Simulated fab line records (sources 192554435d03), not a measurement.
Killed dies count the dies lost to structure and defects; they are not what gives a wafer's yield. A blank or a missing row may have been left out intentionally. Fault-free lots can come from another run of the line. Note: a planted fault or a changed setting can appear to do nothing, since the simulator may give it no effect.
Matching of chambers + flow n5_finfet + 4 sister chambers for N5_BEOL_M3_ALD_84 on ald_metal-04
The step deposits TaN, pulse time 2 s, purge time 3 s, co reactant purge time 2 s. 4 wafers are shown with their chamber, then 8 later ones without.

== EACH WAFER AND ITS CHAMBER ==
| wafer  | chamber | heater_power_w (W) |
|--------|---------|--------------------|
| L087.1 | 1       | 427                |
| L087.2 | 0       | 525                |
| L087.4 | 3       | 407                |
| L092.2 | 2       | 412                |

== WAFERS WHOSE CHAMBER IS MISSING ==
| wafer  | heater_power_w (W) |
|--------|--------------------|
| L092.4 | 416                |
| L092.6 | 413                |
| L093.1 | 521                |
| L093.5 | 421                |
| L093.6 | 409                |
| L095.1 | 403                |
| L095.2 | 421                |
| L095.4 | 525                |

== THE CHAMBER EACH PASSED THROUGH ==
| wafer  | from the rows above          | in truth |
|--------|------------------------------|----------|
| L092.4 | can't be placed: 2 or 3 or 1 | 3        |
| L092.6 | can't be placed: 2 or 3      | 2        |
| L093.1 | 0                            | 0        |
| L093.5 | can't be placed: 1 or 2      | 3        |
| L093.6 | can't be placed: 3 or 2      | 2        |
| L095.1 | can't be placed: 3 or 2      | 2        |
| L095.2 | can't be placed: 1 or 2      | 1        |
| L095.4 | 0                            | 0        |
Correct placement for 2 of the 8. From these rows, 6 cannot be placed; in 5 the true chamber is one of the candidates. Number placed wrongly: 0.
How it was worked out, from the rows above alone: a wafer's distance from a chamber is the root of the sum, over the readings, of the square of ((its reading less the chamber's mean) divided by the reading's scatter). If the next closest chamber is less than 2 further off than the closest, the wafer can't be placed; otherwise it belongs to the closest. For every chamber, the mean is computed from those of its wafers that are shown. The scatter: root of mean squared gap, hidden wafer to nearest shown wafer, with one shown wafer a chamber.
